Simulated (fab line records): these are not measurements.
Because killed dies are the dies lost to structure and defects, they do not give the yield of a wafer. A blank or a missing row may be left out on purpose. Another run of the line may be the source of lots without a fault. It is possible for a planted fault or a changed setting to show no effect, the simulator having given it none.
Which tool is to blame? | flow nand harc | 14 lots with 42 wafers sampled at 6 steps, on a route of 1159 steps

WHAT THE GAUGES READ, wafer by wafer
NHARC_A_START_INSPECT_01.
lot  | measured     | on                | raw defect count
L818 | day 7 11:43  | defect inspect-01 | 4 2 1
L819 | day 7 21:53  | defect inspect-01 | 2 4 6
L822 | day 8 07:08  | defect inspect-02 | 6 6 4
L821 | day 8 10:25  | defect inspect-01 | 6 2 3
L825 | day 9 00:53  | defect inspect-02 | 3 2 3
L823 | day 9 01:42  | defect inspect-01 | 1 2 4
L827 | day 9 12:58  | defect inspect-02 | 1 1 6
L826 | day 9 13:48  | defect inspect-02 | 1 3 1
L829 | day 10 00:11 | defect inspect-02 | 3 6 5
L828 | day 10 01:04 | defect inspect-02 | 3 2 5
L830 | day 10 20:09 | defect inspect-02 | 6 2 1
L832 | day 11 02:10 | defect inspect-01 | 4 6 6
L833 | day 11 07:16 | defect inspect-01 | 4 0 3
L837 | day 12 02:59 | defect inspect-02 | 3 4 3

NHARC_A_ZERO_WELL_CD_MEAS_10: target cd 2000 nm.
lot  | measured     | on        | cd nm (nm)
L818 | day 7 12:34  | cd sem-02 | 1999 1997 1998
L819 | day 7 22:37  | cd sem-03 | 1995 1997 1999
L822 | day 8 07:59  | cd sem-03 | 1996 1997 1999
L821 | day 8 11:16  | cd sem-03 | 1999 2003 2001
L825 | day 9 01:44  | cd sem-03 | 2003 1998 2001
L823 | day 9 02:32  | cd sem-03 | 1999 1998 1997
L827 | day 9 13:41  | cd sem-03 | 1999 2001 1997
L826 | day 9 14:40  | cd sem-01 | 2004 2004 2002
L829 | day 10 01:02 | cd sem-03 | 1999 2002 2003
L828 | day 10 01:55 | cd sem-02 | 2003 2003 2001
L830 | day 10 20:52 | cd sem-01 | 1998 1998 1997
L832 | day 11 03:00 | cd sem-01 | 2001 2003 1999
L833 | day 11 08:06 | cd sem-02 | 1997 1996 1997
L837 | day 12 03:50 | cd sem-03 | 2003 2007 2009

NHARC_A_ONON_D1_THK_MEAS_08: measures by ellipsometry.
lot  | measured     | on            | thk nm (nm)
L818 | day 8 12:29  | film metro-01 | 1002 1003 1002
L819 | day 8 22:31  | film metro-01 | 1006 1005 1007
L822 | day 9 07:44  | film metro-01 | 985 985 986
L821 | day 9 16:27  | film metro-01 | 994 993 994
L825 | day 10 03:40 | film metro-01 | 1000 999 998
L823 | day 10 03:48 | film metro-02 | 988 988 987
L827 | day 10 15:49 | film metro-01 | 1002 1004 1003
L826 | day 10 15:41 | film metro-01 | 1024 1022 1025
L829 | day 11 02:28 | film metro-01 | 999 1000 1000
L828 | day 11 02:29 | film metro-01 | 989 989 987
L830 | day 12 00:31 | film metro-01 | 992 990 991
L832 | day 12 00:32 | film metro-02 | 997 999 998
L833 | day 12 08:32 | film metro-01 | 988 989 988
L837 | day 13 02:46 | film metro-02 | 997 999 998

NHARC_A_ONON_D1_THK_MEAS_21: measures by ellipsometry.
lot  | measured     | on            | thk nm (nm)
L818 | day 8 21:15  | film metro-02 | 1001 1002 1002
L819 | day 9 09:28  | film metro-01 | 990 990 992
L822 | day 9 17:31  | film metro-01 | 1025 1025 1025
L821 | day 10 02:17 | film metro-02 | 991 989 989
L825 | day 10 15:28 | film metro-01 | 998 998 997
L823 | day 10 15:28 | film metro-02 | 1025 1022 1026
L827 | day 11 00:33 | film metro-02 | 1013 1011 1012
L826 | day 11 00:32 | film metro-01 | 991 991 992
L829 | day 11 11:24 | film metro-01 | 1002 656 656
L828 | day 11 11:25 | film metro-02 | 995 995 995
L830 | day 12 10:14 | film metro-02 | 666 1013 1012
L832 | day 12 10:14 | film metro-01 | 995 995 994
L833 | day 12 17:25 | film metro-01 | 991 991 646
L837 | day 13 11:34 | film metro-01 | 1002 999 1001

NHARC_END_SORT_01.
lot  | measured     | on        | killed at array | killed at other | killed at periphery | killed dies | killed open | killed short
L825 | day 21 12:09 | prober-02 | 43 32 41        | 0 0 0           | 5 6 4               | 48 38 45    | 5 7 9       | 4 3 3
L829 | day 22 12:19 | prober-01 | 54 672 674      | 1 2 0           | 2 3 3               | 57 677 677  | 5 2 4       | 1 2 3
L830 | day 23 17:27 | prober-02 | 673 39 36       | 1 2 1           | 3 8 4               | 677 49 41   | 2 4 3       | 5 2 0
L833 | day 23 22:45 | prober-01 | 37 53 677       | 0 0 0           | 0 3 0               | 37 56 677   | 1 1 5       | 0 4 1

WHAT TOOL EACH LOT RAN ON (gives the tool, then ch and the chambers of the sampled wafers, and finally the start)
lot  | NHARC_A_ONON_D1_DEP_19
L818 | pecvd onon-02 ch 0, day 8 20:44
L819 | pecvd onon-02 ch 0, day 9 09:05
L822 | pecvd onon-02 ch 0, day 9 17:03
L821 | pecvd onon-02 ch 0, day 10 01:47
L825 | pecvd onon-02 ch 0, day 10 15:01
L823 | pecvd onon-01 ch 0, day 10 15:07
L827 | pecvd onon-01 ch 0, day 11 00:02
L826 | pecvd onon-02 ch 0, day 11 00:05
L829 | pecvd onon-02 ch 0, day 11 10:54
L828 | pecvd onon-04 ch 0, day 11 10:55
L830 | pecvd onon-02 ch 0, day 12 09:53
L832 | pecvd onon-04 ch 0, day 12 09:54
L833 | pecvd onon-02 ch 0, day 12 16:54
L837 | pecvd onon-04 ch 0, day 13 11:02
- NHARC_A_ONON_D1_DEP_19: target thk 1000 nm.

AS READ BY THE TOOLS THEMSELVES (means over the sampled wafers that have a number; for cases with no such wafer, the mark the record gives instead)
NHARC_A_ONON_D1_DEP_19.
lot  | tool          | sih4 flow sccm (sccm)
L818 | pecvd onon-02 | 210.0
L819 | pecvd onon-02 | 209.6
L822 | pecvd onon-02 | 209.4
L821 | pecvd onon-02 | 210.1
L825 | pecvd onon-02 | 209.9
L823 | pecvd onon-01 | 209.6
L827 | pecvd onon-01 | 210.4
L826 | pecvd onon-02 | 210.0
L829 | pecvd onon-02 | 210.4
L828 | pecvd onon-04 | 210.0
L830 | pecvd onon-02 | 210.5
L832 | pecvd onon-04 | 209.7
L833 | pecvd onon-02 | 210.2
L837 | pecvd onon-04 | 210.3

THE ANSWER, worked out from the rows above alone
Rule: what is usual is taken from the lots themselves. Put in order of their means at a reading, lots are off if they are a third of the lots or fewer, leave a main group of 4 or more, and stand apart from it by a gap of 3 or more times the standard deviation of the main group's means; of several such gaps the widest counts. The tables above print the reading to a certain number of digits; a main group whose means all agree to those digits is not used. Also off: a lot with no number at a reading for which 4 or more lots have one. Any other lot the step has rows for is counted as sound. First the gauges in route order, then the tools' own readings, where a lot's mean is used as printed above. The first step at which some lot is off is used, and at that step the reading that is off furthest; a lot without a number counts as furthest.
Off, at NHARC_A_ONON_D1_THK_MEAS_21 on thk nm: L829, L830, L833. For the main group the mean is 1002 nm and the standard deviation 12.
A tool fits if, at a process step before that reading, it ran every lot that is off, and no sound lot after the first of them. The gauges at NHARC_A_ONON_D1_THK_MEAS_21 are tried like those tools. One candidate fits, namely pecvd onon-02 at NHARC_A_ONON_D1_DEP_19. A fault onset in the window from L826 (day 11 00:05, its last sound lot) to L829 (day 11 10:54, its first lot off) fits.

WHAT HAD BEEN PUT IN BY THE SIMULATOR
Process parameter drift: pecvd onon-02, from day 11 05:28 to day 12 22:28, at NHARC_A_ONON_D1_DEP_19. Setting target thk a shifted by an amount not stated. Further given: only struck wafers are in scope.
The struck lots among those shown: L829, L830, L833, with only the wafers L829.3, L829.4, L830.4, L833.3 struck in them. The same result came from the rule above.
